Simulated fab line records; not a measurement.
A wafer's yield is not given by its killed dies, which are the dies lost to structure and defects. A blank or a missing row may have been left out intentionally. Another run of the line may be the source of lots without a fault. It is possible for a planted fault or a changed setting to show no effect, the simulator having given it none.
fab line records    flow n5-finfet
record lots=7  wafers=21
route steps=1938 shown BEOL_M6@1239 BEOL_M7@1266 BEOL_M8@1362
start-h: the number of hours between the record's first day and the start of the first shown wafer of the lot    wait-h: hours since the lot's step before    " unchanged from the row above    L1.1+2: a row that stands for several wafers    - no value present, or no start provided    * or withheld: withheld    < > ~ a bound
route shown NAME@n: names a module that has steps shown in the file, with the first one's number in the route    usual: mean and standard deviation over wafers with no fault    same: alike in all rows    chamber/n: place in a boat    sites: the reading at each site    _std_site: standard deviation of those values    _edge_site: inner sites' mean taken away from outer sites' mean    radius-mm: how far each site lies from the wafer's centre    mask NAME#n: copy n    behind: the most recent tool/chamber to have shaped the wafer    hold: reason for holding the lot/hours on hold/outcome of the hold    device: whichever transistor did not switch (one of n, p or np)    end of line: tests run on the same wafers once the route is complete    a step with no rows: only its recipe    killed: not the wafer's yield, but the dies lost to structure and defects at the first sort    map: shows each die of a wafer: x if killed, . if not, _ if none is there
set.NAME: setting as actually run; set.NAME@STEP: the setting as run at that earlier step    model.NAME: the simulator's own value behind a step, which no gauge read
lots where settings were altered on purpose, with a table for each step and a row for each wafer
## steps
# step N5_BEOL_M6_TRENCH_ETCH_37
# recipe chemistry=C4F6/O2  target-depth-a=944.35  target=SiCOH_lowk  time-s=31.5  ion-energy-ev=250  pressure-mtorr=30  source-w=345  bias-w=185  Ar_flow_sccm=300  C4F6_flow_sccm=10  O2_flow_sccm=10
lot.wafer  tool         chamber  start-h  wait-h  set.time-s  model.BEOL_M6.feature-depth-nm  model.etch.depth-nm
L074.1     rie-diel-02  0        -        -       31.5        95.4                            95.49
L074.2     "            1        "        "       31.5        93                              93.08
L074.5     "            2        "        "       31.5        91.6                            91.51
L078.1     rie-diel-05  3        -        -       31.5        92.2                            92.12
L078.3     "            0        "        "       31.5        92                              91.96
L078.6     "            3        "        "       31.5        92.2                            92.2
L080.1     rie-diel-06  2        -        -       33.36       103.4                           103.5
L080.4     "            3        "        "       33.36       101.2                           101.3
L080.5     "            1        "        "       31.5        94.2                            94.2
L083.3     rie-diel-05  3        -        -       38.46       111                             111
L083.5     "            3        "        "       31.5        90.8                            90.75
L083.6     "            2        "        "       38.46       111.4                           111.5
L085.1     rie-diel-05  1        -        -       31.5        96.2                            96.17
L085.5     "            0        "        "       25.27       73.6                            73.66
L085.6     "            3        "        "       25.27       72.2                            72.12
L088.2     rie-diel-05  3        -        -       31.5        91.6                            91.62
L088.5     "            2        "        "       27.76       81                              80.99
L088.6     "            1        "        "       31.5        98.2                            98.24
L097.1     rie-diel-05  3        -        -       31.5        93.2                            93.29
L097.2     "            1        "        "       31.5        96                              95.99
L097.6     "            2        "        "       26.72       77                              76.94
# step N5_BEOL_M6_ETCH_41
# recipe chemistry=CH3F/O2  target=SiCN  target-depth-a=297  taper-deg=2  time-s=52  ion-energy-ev=120  mask-material=TiN  pressure-mtorr=30  source-w=395  bias-w=75  Ar_flow_sccm=150  CH3F_flow_sccm=30  O2_flow_sccm=20
# step N5_BEOL_M6_STRIP_80
# recipe chemistry=N2/H2  time-s=10  power-w=450  temp-c=40  pressure-mtorr=20  rf-frequency-hz=6e+07  bias-power-w=7  n2-flow-sccm=200  h2-flow-sccm=200
# step N5_BEOL_M6_OCD_MEAS_38
# usual trench-depth-nm=93.5/2.4
lot.wafer  tool    chamber  start-h  wait-h  set.time-s@BEOL_M6_TRENCH_ETCH_37  trench-depth-nm
L074.1     ocd-02  -        200.23   -       31.5                               95.3
L074.2     "       -        "        "       31.5                               93.6
L074.5     "       -        "        "       31.5                               91.6
L078.1     ocd-01  -        219.01   -       31.5                               92.0
L078.3     "       -        "        "       31.5                               91.4
L078.6     "       -        "        "       31.5                               92.0
L080.1     ocd-01  -        231.29   -       33.36                              103.5
L080.4     "       -        "        "       33.36                              101.3
L080.5     "       -        "        "       31.5                               94.1
L083.3     ocd-02  -        248.87   -       38.46                              111.3
L083.5     "       -        "        "       31.5                               90.9
L083.6     "       -        "        "       38.46                              111.6
L085.1     ocd-02  -        255.12   -       31.5                               95.8
L085.5     "       -        "        "       25.27                              73.8
L085.6     "       -        "        "       25.27                              71.6
L088.2     ocd-02  -        282.29   -       31.5                               92.1
L088.5     "       -        "        "       27.76                              80.8
L088.6     "       -        "        "       31.5                               97.7
L097.1     ocd-01  -        330.65   -       31.5                               93.2
L097.2     "       -        "        "       31.5                               96.0
L097.6     "       -        "        "       26.72                              77.6
# step N5_BEOL_M6_HM_STRIP_39
# recipe chemistry=peroxide-tin-strip  material=TiN  target-depth-a=250  temp-c=50  time-s=158
# step N5_BEOL_M6_SRD_40
# recipe time-s=30  temp-c=23  rinse-liquid=diw  dry=ipa-marangoni
# step N5_BEOL_M6_ECD_50
# recipe material=Cu  target-thk-a=3000
# step N5_BEOL_M6_ANNEAL_51
# recipe temp-c=225  time-s=90  ambient=N2
# step N5_BEOL_M6_CMP_52
# recipe stop-on=SiCOH_lowk  t-overpolish-s=6.9  down-force-psi=1  platen-rpm=50  clearing-platen-down-force-psi=1.5  clearing-platen-rpm=50  post-cmp-clean=cu-alkaline  target-thk-nm=80  clearing-platen-pad-velocity-m-s=0.99484  pad-velocity-m-s=0.99484
lot.wafer  tool    chamber  start-h  wait-h  set.time-s@BEOL_M6_TRENCH_ETCH_37  model.Cu_of_BEOL_M6_ECD_50.thk-nm
L074.2     cmp-04  1        203.45   0.4     31.5                               77.8
L074.1     "       2        "        "       31.5                               80.8
L074.5     "       1        "        "       31.5                               77.2
L078.3     cmp-01  3        221.15   0.2     31.5                               77.2
L078.1     "       1        "        "       31.5                               76.6
L078.6     "       0        "        "       31.5                               76.8
L080.4     cmp-03  3        234.55   0.1     33.36                              87.6
L080.1     "       2        "        "       33.36                              90.2
L080.5     "       3        "        "       31.5                               80
L083.3     cmp-01  0        252.89   0.2     38.46                              94.8
L083.6     "       2        "        "       38.46                              98.6
L083.5     "       3        "        "       31.5                               76.8
L085.1     cmp-01  1        257.21   0.6     31.5                               80.6
L085.5     "       3        "        "       25.27                              59
L085.6     "       0        "        "       25.27                              56.4
L088.2     cmp-01  3        287.12   0.3     31.5                               78.2
L088.6     "       2        "        "       31.5                               85
L088.5     "       3        "        "       27.76                              67.4
L097.1     cmp-01  0        334.09   0.3     31.5                               78
L097.2     "       2        "        "       31.5                               82.6
L097.6     "       0        "        "       26.72                              61.6
# step N5_BEOL_M6_THK_MEAS_53
# recipe thk-meas-gauge=xrf  reads=Cu_of_BEOL_M6_ECD_50
# usual M6_THK=79.5/3
lot.wafer  tool           chamber  start-h  wait-h  set.time-s@BEOL_M6_TRENCH_ETCH_37  M6_THK[nm]
L074.1     film-metro-02  -        203.75   -       31.5                               80.4
L074.2     "              -        "        "       31.5                               77.6
L074.5     "              -        "        "       31.5                               76.6
L078.1     film-metro-01  -        221.45   -       31.5                               76.3
L078.3     "              -        "        "       31.5                               77.1
L078.6     "              -        "        "       31.5                               76.5
L080.1     film-metro-01  -        234.85   -       33.36                              90.9
L080.4     "              -        "        "       33.36                              88.5
L080.5     "              -        "        "       31.5                               81.0
L083.3     film-metro-02  -        253.11   -       38.46                              93.2
L083.5     "              -        "        "       31.5                               75.4
L083.6     "              -        "        "       38.46                              97.4
L085.1     film-metro-01  -        257.43   -       31.5                               80.9
L085.5     "              -        "        "       25.27                              59.2
L085.6     "              -        "        "       25.27                              56.5
L088.2     film-metro-01  -        287.38   -       31.5                               77.8
L088.5     "              -        "        "       27.76                              67.0
L088.6     "              -        "        "       31.5                               84.8
L097.1     film-metro-01  -        334.38   -       31.5                               78.0
L097.2     "              -        "        "       31.5                               82.2
L097.6     "              -        "        "       26.72                              61.5
# step N5_BEOL_M6_PRE_CLEAN_55
# recipe gas=NH3  time-s=15  temp-c=withheld  rf-power-w=300
# step N5_BEOL_M6_DEP_56
# recipe material=SiCN  target-thk-a=100  temp-c=withheld  precursor=3MS/NH3  pressure-torr=3  rf-w=202  time-s=17.5
# step N5_BEOL_M6_RS_MEAS_57
# recipe thk-meas-gauge=four-point-probe  reads=Cu_of_BEOL_M6_ECD_50+Co_of_BEOL_M6_CVD_78+TaN_of_BEOL_M6_ALD_77
# usual M6_RS=0.288/0.012
lot.wafer  tool           chamber  start-h  wait-h  set.time-s@BEOL_M6_TRENCH_ETCH_37  M6_RS[ohm/sq]
L074.1     film-metro-01  -        203.91   0.1     31.5                               0.282
L074.2     "              -        "        "       31.5                               0.295
L074.5     "              -        "        "       31.5                               0.299
L078.1     film-metro-01  -        221.61   0.1     31.5                               0.301
L078.3     "              -        "        "       31.5                               0.298
L078.6     "              -        "        "       31.5                               0.300
L080.1     film-metro-02  -        234.98   0.1     33.36                              0.249
L080.4     "              -        "        "       33.36                              0.257
L080.5     "              -        "        "       31.5                               0.286
L083.3     film-metro-02  -        253.27   0.1     38.46                              0.235
L083.5     "              -        "        "       31.5                               0.300
L083.6     "              -        "        "       38.46                              0.224
L085.1     film-metro-02  -        257.56   0.1     31.5                               0.284
L085.5     "              -        "        "       25.27                              0.411
L085.6     "              -        "        "       25.27                              0.436
L088.2     film-metro-02  -        287.51   0.1     31.5                               0.294
L088.5     "              -        "        "       27.76                              0.351
L088.6     "              -        "        "       31.5                               0.266
L097.1     film-metro-01  -        334.51   0.1     31.5                               0.294
L097.2     "              -        "        "       31.5                               0.275
L097.6     "              -        "        "       26.72                              0.390
# step N5_BEOL_M7_PECVD_70
# recipe material=SiO2  target-thk-a=200  temp-c=400  precursor=TEOS/O2  pressure-torr=5.5  rf-w=450  teos-flow-sccm=53.8  gas=O2  flow-sccm=3000  time-s=22.7
lot.wafer  tool      chamber  start-h  wait-h  set.temp-c  model.SiO2_of_BEOL_M7_PECVD_70.thk-nm
L074.1+2   pecvd-01  2,1      205.07   0.0     400         19.8
L074.5     "         0        "        "       400         19.6
L078.1     pecvd-04  1        222.29   0.0     400         19.8
L078.3     "         0        "        "       382.1       22
L078.6     "         2        "        "       382.1       22.8
L080.1     pecvd-01  1        236.14   0.0     406         18.8
L080.4     "         0        "        "       400         20.2
L080.5     "         1        "        "       406         19
L083.3     pecvd-01  0        254.45   0.1     414.1       18.2
L083.5     "         0        "        "       414.1       18.6
L083.6     "         1        "        "       414.1       18
L085.1     pecvd-01  1        258.26   0.0     400         19.6
L085.5     "         1        "        "       400         19.8
L085.6     "         1        "        "       392.2       21
L088.2     pecvd-04  1        288.52   0.0     400         20.4
L088.5     "         0        "        "       416.3       18
L088.6     "         2        "        "       416.3       18.4
L097.1     pecvd-04  2        335.19   0.0     400         20.2
L097.2     "         0        "        "       382.4       22
L097.6     "         1        "        "       400         20.4
# step N5_BEOL_M7_HM_DEP_02
# recipe material=TiN  target-thk-a=200  temp-c=25  chamber-pressure-pa=0.49996
lot.wafer  tool            chamber  start-h  wait-h  set.target-thk-a  model.TiN_of_BEOL_M7_HM_DEP_02.thk-nm
L074.1     pvd-sputter-01  -        205.96   0.9     200               19.6
L074.2     "               -        "        "       200               20
L074.5     "               -        "        "       200               19.8
L078.1     pvd-sputter-01  -        225.68   3.4     200               19.8
L078.3+6   "               -        "        "       200               19.4
L080.1     pvd-sputter-02  -        237.39   1.2     200               20
L080.4     "               -        "        "       200               19.8
L080.5     "               -        "        "       178.1             17.6
L083.3     pvd-sputter-03  -        255.52   1.1     177.7             17.8
L083.5     "               -        "        "       200               19.8
L083.6     "               -        "        "       200               20.2
L085.1     pvd-sputter-03  -        258.66   0.4     178.2             17.8
L085.5+6   "               -        "        "       200               19.8
L088.2     pvd-sputter-03  -        290.49   1.9     221.3             22.2
L088.5     "               -        "        "       221.3             22.4
L088.6     "               -        "        "       200               20.4
L097.1+2   pvd-sputter-02  -        337.34   2.1     200               20
L097.6     "               -        "        "       200               19.8
# step N5_BEOL_M7_COAT_59
# recipe resist=SOC  temp-c=250  time-s=60  spin-rpm=1500  resist-thk-nm=100
# step N5_BEOL_M7_COAT_60
# recipe resist=SiARC  temp-c=220  time-s=60  spin-rpm=1500  resist-thk-nm=35
# step N5_BEOL_M7_STRIP_68
# recipe chemistry=N2/H2  temp-c=40  n2-flow-sccm=200  h2-flow-sccm=200  rf-frequency-hz=6e+07
# step N5_BEOL_M7_STRIP_67
# recipe chemistry=CF4  resist=SiARC  power-w=300  bias-power-w=75  pressure-mtorr=50  cf4-flow-sccm=150  rf-frequency-hz=6e+07
# step N5_BEOL_M7_HM_OPEN_17
# recipe chemistry=Cl2/BCl3  target-depth-a=200  overetch-a=60  target=TiN  mask-material=SOC  ion-energy-ev=150  pressure-mtorr=10  icp-w=1000  bias-w=126  Cl2_flow_sccm=53.25  bcl3-flow-sccm=21.75  Ar_flow_sccm=25
lot.wafer  tool          chamber  start-h  wait-h  set.target-thk-a@BEOL_M7_HM_DEP_02  model.etch.depth-nm
L074.1     rie-metal-01  0        207.86   0.0     200                                 19.62
L074.2     "             1        "        "       200                                 19.95
L074.5     "             0        "        "       200                                 19.8
L078.1     rie-metal-01  0        226.54   0.0     200                                 19.85
L078.3     "             0        "        "       200                                 19.3
L078.6     "             0        "        "       200                                 19.44
L080.1     rie-metal-03  1        238.74   0.0     200                                 19.92
L080.4     "             0        "        "       200                                 19.78
L080.5     "             0        "        "       178.1                               17.58
L083.3     rie-metal-03  0        256.41   0.1     177.7                               17.88
L083.5     "             1        "        "       200                                 19.81
L083.6     "             0        "        "       200                                 20.11
L085.1     rie-metal-02  0        259.53   0.0     178.2                               17.75
L085.5     "             0        "        "       200                                 19.8
L085.6     "             1        "        "       200                                 19.83
L088.2     rie-metal-03  0        291.34   0.0     221.3                               22.22
L088.5     "             1        "        "       221.3                               22.41
L088.6     "             0        "        "       200                                 20.46
L097.1     rie-metal-03  1        338.20   0.0     200                                 19.99
L097.2     "             0        "        "       200                                 20.08
L097.6     "             1        "        "       200                                 19.79
# step N5_BEOL_M7_STRIP_19
# recipe chemistry=O2  power-w=400  temp-c=40  pressure-mtorr=30  rf-frequency-hz=6e+07  bias-power-w=0  overash-fraction=0.2  o2-flow-sccm=225
# step N5_BEOL_M7_STRIP_80
# recipe chemistry=N2/H2  time-s=10  power-w=450  temp-c=40  pressure-mtorr=20  rf-frequency-hz=6e+07  bias-power-w=7  n2-flow-sccm=200  h2-flow-sccm=200
# step N5_BEOL_M7_HM_STRIP_39
# recipe chemistry=peroxide-tin-strip  material=TiN  target-depth-a=250  temp-c=50  time-s=158
lot.wafer  tool          chamber  start-h  wait-h  set.temp-c@BEOL_M7_PECVD_70  model.SiO2_of_BEOL_M7_PECVD_70.thk-nm
L074.1+2   wet-bench-02  6,2      209.59   0.0     400                          19.8
L074.5     "             7        "        "       400                          19.4
L078.1     wet-bench-02  1        229.29   0.0     400                          19.6
L078.3     "             3        "        "       382.1                        22
L078.6     "             2        "        "       382.1                        22.6
L080.1     wet-bench-01  4        241.91   0.0     406                          18.6
L080.4     "             5        "        "       400                          20.2
L080.5     "             2        "        "       406                          19
L083.3     wet-bench-01  1        258.41   0.0     414.1                        18.2
L083.5     "             4        "        "       414.1                        18.4
L083.6     "             3        "        "       414.1                        18
L085.1     wet-bench-01  4        261.45   0.0     400                          19.4
L085.5     "             5        "        "       400                          19.6
L085.6     "             3        "        "       392.2                        20.8
L088.2     wet-bench-05  4        292.94   0.0     400                          20.4
L088.5     "             0        "        "       416.3                        18
L088.6     "             2        "        "       416.3                        18.2
L097.1     wet-bench-01  1        339.43   0.0     400                          20
L097.2     "             7        "        "       382.4                        21.8
L097.6     "             2        "        "       400                          20.2
# step N5_BEOL_M8_EXPOSE_25
# recipe mask-id=V7  na=0.33  source-shape=annular  sigma-inner=0.4  sigma-outer=0.8  polarization=unpolarized  target-cd-nm=40  dose-mj=42.5
lot.wafer   tool            chamber  start-h  wait-h  mask  set.dose-mj
L074.1+2+5  euv-scanner-02  0        218.62   -       V7#0  42.5
L078.1+3    euv-scanner-02  0        236.20   -       V7#0  39.78
L078.6      "               0        "        "       V7#0  42.5
L080.1+4+5  euv-scanner-01  0        251.26   -       V7#0  39.94
L083.3+6    euv-scanner-02  0        266.28   -       V7#0  42.5
L083.5      "               0        "        "       V7#0  45.48
L085.1      euv-scanner-01  0        269.20   -       V7#0  42.5
L085.5+6    "               0        "        "       V7#0  40.57
L088.2+5+6  euv-scanner-02  0        299.69   -       V7#0  42.5
L097.1+2    euv-scanner-02  0        348.92   -       V7#0  42.5
L097.6      "               0        "        "       V7#0  44.08
# step N5_BEOL_M8_PEB_26
# recipe peb-temp-c=100  peb-time-s=60  resist=CAR-EUV
# step N5_BEOL_M8_DEVELOP_27
# recipe develop-time-s=30  developer=TMAH  resist=CAR-EUV  rinse-liquid=surfactant-rinse  dry=air-spin  dev-temp-c=23
# step N5_BEOL_M8_CD_MEAS_28
# recipe target-cd-nm=40  landing-energy-ev=500  detector=se-inlens
# usual cd-nm=40.05/0.26
lot.wafer  tool       chamber  start-h  wait-h  set.dose-mj@BEOL_M8_EXPOSE_25  cd-nm
L074.1     cd-sem-01  0        218.75   -       42.5                           40.40
L074.2     "          0        "        "       42.5                           39.73
L074.5     "          0        "        "       42.5                           39.94
L078.1     cd-sem-01  0        236.33   -       39.78                          38.31
L078.3     "          0        "        "       39.78                          38.17
L078.6     "          0        "        "       42.5                           39.73
L080.1     cd-sem-03  0        251.39   -       39.94                          38.57
L080.4     "          0        "        "       39.94                          38.30
L080.5     "          0        "        "       39.94                          38.58
L083.3     cd-sem-01  0        266.41   -       42.5                           40.04
L083.5     "          0        "        "       45.48                          41.72
L083.6     "          0        "        "       42.5                           39.76
L085.1     cd-sem-02  0        269.33   -       42.5                           39.87
L085.5     "          0        "        "       40.57                          38.88
L085.6     "          0        "        "       40.57                          38.88
L088.2     cd-sem-01  0        299.82   -       42.5                           39.85
L088.5     "          0        "        "       42.5                           39.73
L088.6     "          0        "        "       42.5                           39.63
L097.1     cd-sem-02  0        349.05   -       42.5                           39.99
L097.2     "          0        "        "       42.5                           39.58
L097.6     "          0        "        "       44.08                          40.50
# step N5_BEOL_M8_DESCUM_33
# recipe chemistry=O2  time-s=7  source-power-w=50  bias-power-w=20  pressure-mtorr=20  rf-frequency-hz=2.712e+07  temp-c=40  resist=CAR-EUV  o2-flow-sccm=225
lot.wafer   tool         chamber  start-h  wait-h  set.dose-mj@BEOL_M8_EXPOSE_25  model.BEOL_M8.cd-nm
L074.1+2+5  rie-diel-06  2,0,2    219.12   0.3     42.5                           40.2
L078.1+3    rie-diel-05  2,3      236.46   0.0     39.78                          38.4
L078.6      "            0        "        "       42.5                           40
L080.1      rie-diel-05  2        251.93   0.4     39.94                          38.2
L080.4+5    "            0,3      "        "       39.94                          38.6
L083.3      rie-diel-06  0        266.65   0.2     42.5                           40
L083.5      "            1        "        "       45.48                          41.8
L083.6      "            0        "        "       42.5                           39.6
L085.1      rie-diel-06  1        269.84   0.4     42.5                           40.2
L085.5      "            1        "        "       40.57                          39
L085.6      "            0        "        "       40.57                          38.8
L088.2      rie-diel-05  2        299.94   0.0     42.5                           39.6
L088.5      "            1        "        "       42.5                           40
L088.6      "            2        "        "       42.5                           39.4
L097.1      rie-diel-05  0        349.46   0.3     42.5                           40.2
L097.2      "            1        "        "       42.5                           39.8
L097.6      "            3        "        "       44.08                          40.6
# step N5_BEOL_M8_ETCH_72
# recipe chemistry=N2/H2  target=underlayer  target-depth-a=65  mask-material=CAR-EUV  time-s=5.2  ion-energy-ev=200  pressure-mtorr=30  source-w=840  bias-w=150  n2-flow-sccm=200  h2-flow-sccm=200  ends=cleared
lot.wafer  tool         chamber  start-h  wait-h  set.dose-mj@BEOL_M8_EXPOSE_25  model.BEOL_M8.cd-nm
L074.1     rie-diel-06  2        219.15   0.0     42.5                           40
L074.2+5   "            0,2      "        "       42.5                           40.2
L078.1     rie-diel-05  2        236.49   0.0     39.78                          38.4
L078.3     "            3        "        "       39.78                          38.6
L078.6     "            0        "        "       42.5                           40
L080.1     rie-diel-05  2        251.96   0.0     39.94                          38.4
L080.4     "            0        "        "       39.94                          38.6
L080.5     "            3        "        "       39.94                          38.8
L083.3     rie-diel-06  0        266.69   0.0     42.5                           39.8
L083.5     "            1        "        "       45.48                          41.8
L083.6     "            0        "        "       42.5                           39.6
L085.1     rie-diel-06  1        269.87   0.0     42.5                           40.2
L085.5     "            1        "        "       40.57                          39.2
L085.6     "            0        "        "       40.57                          38.8
L088.2     rie-diel-05  2        299.98   0.0     42.5                           39.6
L088.5     "            1        "        "       42.5                           40
L088.6     "            2        "        "       42.5                           39.4
L097.1     rie-diel-05  0        349.49   0.0     42.5                           40.2
L097.2     "            1        "        "       42.5                           39.6
L097.6     "            3        "        "       44.08                          40.8
# step N5_BEOL_M8_ETCH_65
# recipe chemistry=CF4  target=SiARC  target-depth-a=156  mask-material=CAR-EUV  time-s=26  ion-energy-ev=80  pressure-mtorr=40  source-w=545  bias-w=36  Ar_flow_sccm=100  cf4-flow-sccm=100  ends=cleared
# step N5_BEOL_M8_ETCH_66
# recipe chemistry=N2/H2  target=SOC  target-depth-a=800  overetch-a=160  mask-material=SiARC  temp-c=40  time-s=120  ion-energy-ev=200  pressure-mtorr=30  source-w=840  bias-w=150  n2-flow-sccm=200  h2-flow-sccm=200
lot.wafer   tool         chamber  start-h  wait-h  set.dose-mj@BEOL_M8_EXPOSE_25  model.BEOL_M8.cd-nm
L074.1+2+5  rie-diel-06  2,0,2    219.20   0.0     42.5                           40
L078.1      rie-diel-05  2        236.54   0.0     39.78                          38.4
L078.3      "            3        "        "       39.78                          38.6
L078.6      "            0        "        "       42.5                           40
L080.1+4    rie-diel-05  2,0      252.01   0.0     39.94                          38.4
L080.5      "            3        "        "       39.94                          38.8
L083.3      rie-diel-06  0        266.73   0.0     42.5                           39.6
L083.5      "            1        "        "       45.48                          42
L083.6      "            0        "        "       42.5                           39.4
L085.1      rie-diel-06  1        269.92   0.0     42.5                           40.4
L085.5      "            1        "        "       40.57                          39.4
L085.6      "            0        "        "       40.57                          39
L088.2      rie-diel-05  2        300.02   0.0     42.5                           39.8
L088.5      "            1        "        "       42.5                           40.4
L088.6      "            2        "        "       42.5                           39.6
L097.1      rie-diel-05  0        349.54   0.0     42.5                           40
L097.2      "            1        "        "       42.5                           39.8
L097.6      "            3        "        "       44.08                          40.6
# step N5_BEOL_M8_VIA_ETCH_34
# recipe chemistry=C4F6/O2  target=SiCOH_lowk  target-depth-a=1255  mask-material=SOC  taper-deg=4  time-s=50.5  ion-energy-ev=250  pressure-mtorr=30  source-w=345  bias-w=185  Ar_flow_sccm=300  C4F6_flow_sccm=10  O2_flow_sccm=10
lot.wafer  tool         chamber  start-h  wait-h  set.source-w  set.dose-mj@BEOL_M8_EXPOSE_25  model.etch.depth-nm  model.BEOL_M8.cd-nm
L074.1     rie-diel-06  2        219.30   0.0     345           42.5                           129                  40
L074.2     "            0        "        "       345           42.5                           127.7                40
L074.5     "            2        "        "       345           42.5                           128.3                40
L078.1     rie-diel-05  2        236.64   0.0     345           39.78                          120.6                38.4
L078.3     "            3        "        "       321.8         39.78                          119.1                38.4
L078.6     "            0        "        "       345           42.5                           122.7                40.2
L080.1     rie-diel-05  2        252.11   0.0     284.3         39.94                          113.5                38.2
L080.4     "            0        "        "       345           39.94                          123.3                38.4
L080.5     "            3        "        "       345           39.94                          123                  38.8
L083.3     rie-diel-06  0        266.83   0.0     345           42.5                           127.5                39.8
L083.5     "            1        "        "       345           45.48                          125                  42
L083.6     "            0        "        "       287.7         42.5                           119.9                39.4
L085.1     rie-diel-06  1        270.02   0.0     345           42.5                           125.5                40.4
L085.5     "            1        "        "       345           40.57                          124.9                39.4
L085.6     "            0        "        "       379.8         40.57                          131.4                39
L088.2     rie-diel-05  2        300.12   0.0     285.1         42.5                           112.1                39.8
L088.5     "            1        "        "       345           42.5                           127.8                40.4
L088.6     "            2        "        "       285.1         42.5                           111.8                39.6
L097.1     rie-diel-05  0        349.64   0.0     322           42.5                           120.1                40.2
L097.2     "            1        "        "       322           42.5                           123.1                40
L097.6     "            3        "        "       345           44.08                          125                  40.6
## key
split step=N5_BEOL_M6_TRENCH_ETCH_37  setting=time-s  stated=31.5  by=wafer
response step=N5_BEOL_M6_TRENCH_ETCH_37  reading=model.BEOL_M6.feature-depth-nm  change=+1.08  per=1%  r=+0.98
response step=N5_BEOL_M6_TRENCH_ETCH_37  reading=model.etch.depth-nm  change=+1.09  per=1%  r=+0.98
response step=N5_BEOL_M6_OCD_MEAS_38  reading=trench-depth-nm  change=+1.08  per=1%  r=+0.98
response step=N5_BEOL_M6_CMP_52  reading=model.Cu_of_BEOL_M6_ECD_50.thk-nm  change=+1.09  per=1%  r=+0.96
response step=N5_BEOL_M6_THK_MEAS_53  reading=M6_THK  change=+1.09  per=1%  r=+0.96
response step=N5_BEOL_M6_RS_MEAS_57  reading=M6_RS  change=-0.00541  per=1%  r=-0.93
split step=N5_BEOL_M7_PECVD_70  setting=temp-c  stated=400  by=wafer
response step=N5_BEOL_M7_PECVD_70  reading=model.SiO2_of_BEOL_M7_PECVD_70.thk-nm  change=-0.525  per=1%  r=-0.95
response step=N5_BEOL_M7_HM_STRIP_39  reading=model.SiO2_of_BEOL_M7_PECVD_70.thk-nm  change=-0.541  per=1%  r=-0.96
split step=N5_BEOL_M7_HM_DEP_02  setting=target-thk-a  stated=200  by=wafer
response step=N5_BEOL_M7_HM_DEP_02  reading=model.TiN_of_BEOL_M7_HM_DEP_02.thk-nm  change=+0.193  per=1%  r=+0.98
response step=N5_BEOL_M7_HM_OPEN_17  reading=model.etch.depth-nm  change=+0.189  per=1%  r=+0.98
split step=N5_BEOL_M8_EXPOSE_25  setting=dose-mj  stated=42.5  by=wafer
response step=N5_BEOL_M8_CD_MEAS_28  reading=cd-nm  change=+0.236  per=1%  r=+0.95
response step=N5_BEOL_M8_DESCUM_33  reading=model.BEOL_M8.cd-nm  change=+0.26  per=1%  r=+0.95
response step=N5_BEOL_M8_ETCH_72  reading=model.BEOL_M8.cd-nm  change=+0.266  per=1%  r=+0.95
response step=N5_BEOL_M8_ETCH_66  reading=model.BEOL_M8.cd-nm  change=+0.282  per=1%  r=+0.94
response step=N5_BEOL_M8_VIA_ETCH_34  reading=model.BEOL_M8.cd-nm  change=+0.286  per=1%  r=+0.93
split step=N5_BEOL_M8_VIA_ETCH_34  setting=source-w  stated=345  by=wafer
response step=N5_BEOL_M8_VIA_ETCH_34  reading=model.etch.depth-nm  change=+0.605  per=1%  r=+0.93
